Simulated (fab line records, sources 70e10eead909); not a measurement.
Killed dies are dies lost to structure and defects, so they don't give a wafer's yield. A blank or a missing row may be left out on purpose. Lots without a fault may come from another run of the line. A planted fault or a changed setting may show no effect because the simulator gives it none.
fab line records | flow nand_harc
record lots=14 wafers=42 last_day=24
route steps=1159 shown P_BONDPAD@375 A_ONON_D1@427
lots that met no fault: from a run of the same line without faults
start_h: hours from the record's first day to the start of the lot's first wafer shown | wait_h: hours since the lot's step before | " the same as in the row above | L1.1+2: a row that stands for several wafers | - no value, or no start given | * or withheld: withheld | < > ~ a bound
route shown NAME@n: a module of which the file shows steps, and the number in the route of the first | usual: mean/standard deviation of fault-free wafers | same: alike in all rows | chamber/n: place in a boat | sites: the reading at each site | _std_site: their standard deviation | _edge_site: outer sites' mean less inner sites' | radius_mm: how far each site lies from the wafer's centre | mask NAME#n: copy n | behind: the tool/chamber that last shaped the wafer | hold: why the lot was held/for how many hours/how that ended | device: the transistor (n, p or np) that didn't switch | end of line: the same wafers' tests at the end of the route | a step without rows: its recipe alone | killed: dies lost to structure and defects at the first sort, not the wafer's yield | map: a wafer's dies, x killed, . not, _ none there
set.NAME: the setting as run; set.NAME@STEP: as run at that earlier step | model.NAME: the simulator's own value behind a step, which no gauge read
steps of the route over a sample of lots; a table a step, a row a wafer
services: from which hour (start_h, from the record's first day; less than 0 if before it) a tool's chamber was out of use, for how many hours, and why
## steps
# step NHARC_P_BONDPAD_PRE_CLEAN_26
# recipe time_s=30 temp_c=280 gas=H2/He
# usual heater_power_w=385/28
# same time_s=30
# columns lot.wafer tool chamber start_h wait_h heater_power_w
L953.4 pvd_sputter-02 - - - 358
L953.2 " - " " 352
L953.3 " - " " 405
L954.4 pvd_sputter-02 - - - 361
L954.2 " - " " 349
L954.1 " - " " 383
L956.3 pvd_sputter-02 - - - 403
L956.5 " - " " 376
L956.6 " - " " 358
L960.3 pvd_sputter-03 - - - 381
L960.4 " - " " 441
L960.6 " - " " 380
L961.2 pvd_sputter-02 - - - 414
L961.5 " - " " 356
L961.6 " - " " 371
L965.3 pvd_sputter-01 - - - 353
L965.2 " - " " 424
L965.4 " - " " 435
L964.4 pvd_sputter-01 - - - 368
L964.3 " - " " 432
L964.5 " - " " 348
L966.4 pvd_sputter-02 - - - 358
L966.1 " - " " 380
L966.5 " - " " 350
L968.3 pvd_sputter-02 - - - 390
L968.1 " - " " 371
L968.5 " - " " 371
L971.1 pvd_sputter-03 - - - 424
L971.6 " - " " 441
L971.5 " - " " 430
L972.1 pvd_sputter-01 - - - 425
L972.4 " - " " 428
L972.6 " - " " 421
L973.2 pvd_sputter-02 - - - 372
L973.3 " - " " 354
L973.6 " - " " 349
L975.2 pvd_sputter-02 - - - 359
L975.3 " - " " 397
L975.5 " - " " 355
L974.3 pvd_sputter-01 - - - 355
L974.4 " - " " 427
L974.6 " - " " 396
# step NHARC_P_BONDPAD_CMP_19
# recipe t_overpolish_s=30 cu_recess_touch_s=16 target_thk_nm=160.81
# usual motor_current_A=12.1/1.1 overpolish_run_s=29.999/0.0095
# columns lot.wafer tool chamber start_h wait_h motor_current_A overpolish_run_s
L953.4 cmp-04 3 139.70 - 10.5 30.006
L953.3 " 0 " " 12.8 29.999
L953.2 " 2 " " 11.3 30.005
L954.1 cmp-02 3 141.16 - 12.9 30.004
L954.4 " 0 " " 12.1 29.996
L954.2 " 1 " " 11.0 29.995
L956.3 cmp-02 1 154.82 - 11.3 29.995
L956.5 " 1 " " 11.4 30.004
L956.6 " 2 " " 12.6 29.982
L960.3 cmp-04 0 175.77 - 12.3 29.999
L960.4 " 1 " " 13.3 30.007
L960.6 " 3 " " 11.1 30.002
L961.2 cmp-04 2 188.23 - 11.2 29.988
L961.6 " 0 " " 12.2 29.982
L961.5 " 1 " " 12.9 29.992
L965.3 cmp-02 0 206.34 - 12.1 29.996
L965.2 " 2 " " 12.7 30.000
L965.4 " 3 " " 13.2 29.995
L964.3 cmp-04 2 207.56 - 11.8 29.986
L964.4 " 3 " " 10.9 30.002
L964.5 " 1 " " 12.7 29.978
L966.1 cmp-04 2 210.19 - 11.8 30.009
L966.4 " 3 " " 11.2 29.990
L966.5 " 1 " " 13.2 29.985
L968.1 cmp-04 3 233.52 - 11.3 29.997
L968.3 " 1 " " 13.0 29.991
L968.5 " 0 " " 12.0 30.013
L971.1 cmp-04 1 242.60 - 12.9 29.992
L971.6 " 3 " " 11.1 29.997
L971.5 " 0 " " 12.0 29.995
L972.1 cmp-02 1 242.88 - 11.0 30.010
L972.4 " 2 " " 12.4 29.993
L972.6 " 1 " " 10.4 29.997
L973.3 cmp-02 1 258.87 - 10.6 30.003
L973.2 " 0 " " 12.4 30.003
L973.6 " 1 " " 11.4 29.996
L975.2 cmp-03 0 268.55 - 14.0 29.984
L975.3 " 3 " " 11.9 29.997
L975.5 " 0 " " 12.9 29.995
L974.4 cmp-03 1 270.49 - 11.2 30.006
L974.3 " 2 " " 13.9 30.002
L974.6 " 1 " " 10.4 29.995
# step NHARC_A_ONON_D1_THK_MEAS_05
# recipe thk_meas_gauge=ellipsometry
# usual thk_nm=1001/10
# columns lot.wafer tool chamber start_h wait_h thk_nm
L954.1 film_metro-01 - 164.41 - 1002
L954.2 " - " " 1002
L954.4 " - " " 1003
L953.2 film_metro-01 - 164.77 - 992
L953.3 " - " " 993
L953.4 " - " " 990
L956.3 film_metro-02 - 178.95 - 1001
L956.5 " - " " 1002
L956.6 " - " " 1004
L960.3 film_metro-01 - 199.45 - 1020
L960.4 " - " " 1021
L960.6 " - " " 1021
L961.2 film_metro-01 - 213.85 - 985
L961.5 " - " " 986
L961.6 " - " " 988
L964.3 film_metro-02 - 234.28 - 1003
L964.4 " - " " 1003
L964.5 " - " " 1004
L965.2 film_metro-02 - 234.41 - 1026
L965.3 " - " " 1026
L965.4 " - " " 1026
L966.1 film_metro-01 - 234.62 - 1007
L966.4 " - " " 1005
L966.5 " - " " 1006
L968.1 film_metro-01 - 258.98 - 986
L968.3 " - " " 984
L968.5 " - " " 987
L972.1 film_metro-01 - 266.76 - 991
L972.4 " - " " 991
L972.6 " - " " 990
L971.1 film_metro-02 - 266.81 - 993
L971.5 " - " " 995
L971.6 " - " " 994
L973.2 film_metro-01 - 284.09 - 1007
L973.3 " - " " 1004
L973.6 " - " " 1006
L975.2 film_metro-01 - 293.68 - 1018
L975.3 " - " " 1017
L975.5 " - " " 1016
L974.3 film_metro-01 - 293.86 - 998
L974.4 " - " " 998
L974.6 " - " " 999
# step NHARC_A_ONON_D1_DEP_06
# recipe target_thk_a=10000 n2_flow_sccm=2750 n2o_flow_sccm=2000 nh3_flow_sccm=500 sih4_flow_sccm=210 temp_c=400
# usual n2o_flow_sccm=2001/5.6 susceptor_temp_C=400.00/0.21
# columns lot.wafer tool chamber start_h wait_h n2o_flow_sccm susceptor_temp_C
L954.1 pecvd_onon-02 0 164.47 0.1 2000 400.28
L954.2 " 0 " " 1989 400.07
L954.4 " 0 " " 1995 400.51
L953.2 pecvd_onon-02 0 164.88 0.1 1996 399.75
L953.3 " 0 " " 2001 399.52
L953.4 " 0 " " 2003 399.65
L956.3 pecvd_onon-03 0 179.12 0.2 1992 400.15
L956.5 " 0 " " 1999 400.09
L956.6 " 0 " " 2007 399.97
L960.3 pecvd_onon-03 0 199.62 0.2 1998 399.68
L960.4 " 0 " " 2007 399.84
L960.6 " 0 " " 2005 399.69
L961.2 pecvd_onon-02 0 213.96 0.1 2001 422.98
L961.5 " 0 " " 2009 422.91
L961.6 " 0 " " 2006 422.79
L964.3 pecvd_onon-02 0 234.45 0.2 2004 422.85
L964.4 " 0 " " 2000 422.87
L964.5 " 0 " " 2002 423.22
L965.2 pecvd_onon-04 0 234.52 0.1 2003 400.46
L965.3 " 0 " " 2008 400.36
L965.4 " 0 " " 2008 400.02
L966.1 pecvd_onon-03 0 234.68 0.1 2001 400.01
L966.4 " 0 " " 1994 399.95
L966.5 " 0 " " 2005 399.96
L968.1 pecvd_onon-03 0 259.04 0.1 2014 400.01
L968.3 " 0 " " 2013 400.23
L968.5 " 0 " " 2008 399.89
L972.1 pecvd_onon-04 0 266.82 0.1 1996 399.90
L972.4 " 0 " " 1991 399.74
L972.6 " 0 " " 2012 399.90
L971.1 pecvd_onon-03 0 266.86 0.1 1995 399.93
L971.5 " 0 " " 1991 399.83
L971.6 " 0 " " 1996 400.14
L973.2 pecvd_onon-03 0 284.21 0.1 2012 399.79
L973.3 " 0 " " 2000 399.92
L973.6 " 0 " " 2005 399.83
L975.2 pecvd_onon-04 0 293.80 0.1 2004 399.89
L975.3 " 0 " " 2009 400.06
L975.5 " 0 " " 2002 399.85
L974.3 pecvd_onon-03 0 294.03 0.2 1999 399.95
L974.4 " 0 " " 2003 399.80
L974.6 " 0 " " 2003 399.95
## services
# columns tool chamber start_h hours kind
pvd_sputter-03 - 136.77 1.8 repair
pecvd_onon-03 - 153.00 13.0 pm
cmp-03 - 156.11 4.0 pm
pvd_sputter-01 - 158.00 10.0 pm
cmp-03 - 171.35 2.6 repair
cmp-02 - 173.01 4.0 pm
cmp-04 - 198.58 2.2 repair
pvd_sputter-03 - 201.02 6.9 repair
cmp-04 - 202.03 1.2 repair
cmp-02 - 204.55 1.7 repair
pvd_sputter-02 - 206.51 0.8 repair
cmp-04 - 207.20 - consumable_replace:conditioner
cmp-04 - 207.20 - consumable_replace:pad
pvd_sputter-02 - 214.01 10.0 pm
cmp-03 - 216.21 0.3 repair
cmp-03 - 223.91 0.5 repair
cmp-04 - 225.27 1.4 repair
pecvd_onon-04 - 237.00 13.0 pm
cmp-03 - 238.10 1.6 repair
cmp-03 - 253.79 0.4 repair
cmp-02 - 271.01 4.0 pm
cmp-03 - 271.75 0.3 repair
pvd_sputter-03 - 280.05 10.0 pm
pecvd_onon-02 - 292.00 13.0 pm
## key
first_sign step=NHARC_A_ONON_D1_DEP_06 reading=susceptor_temp_C direction=up sigmas=99+ usual=* struck=*
effect none on later readings
met_at NHARC_A_ONON_D1_DEP_06
struck_lots L961,L964
tester_left_out L961,L964
not_acting_at NHARC_P_BONDPAD_PRE_CLEAN_26,NHARC_P_BONDPAD_CMP_19,NHARC_A_ONON_D1_THK_MEAS_05
onset_between 164.88 213.96
fault kind=process_parameter_drift tool=pecvd_onon-02 chamber=- onset_h=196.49 steps=NHARC_A_ONON_D1_DEP_06 channel=temp_c offset=* shape=step end_h=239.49 acts_in=* stated=*
# tester_left_out: of these lots the tester's yield and bins aren't shown, on N5 and GAA mostly nor the transistor test; their killed dies are dies lost to structure and defects alone, not to doping, threshold or leakage, so they don't give the yield
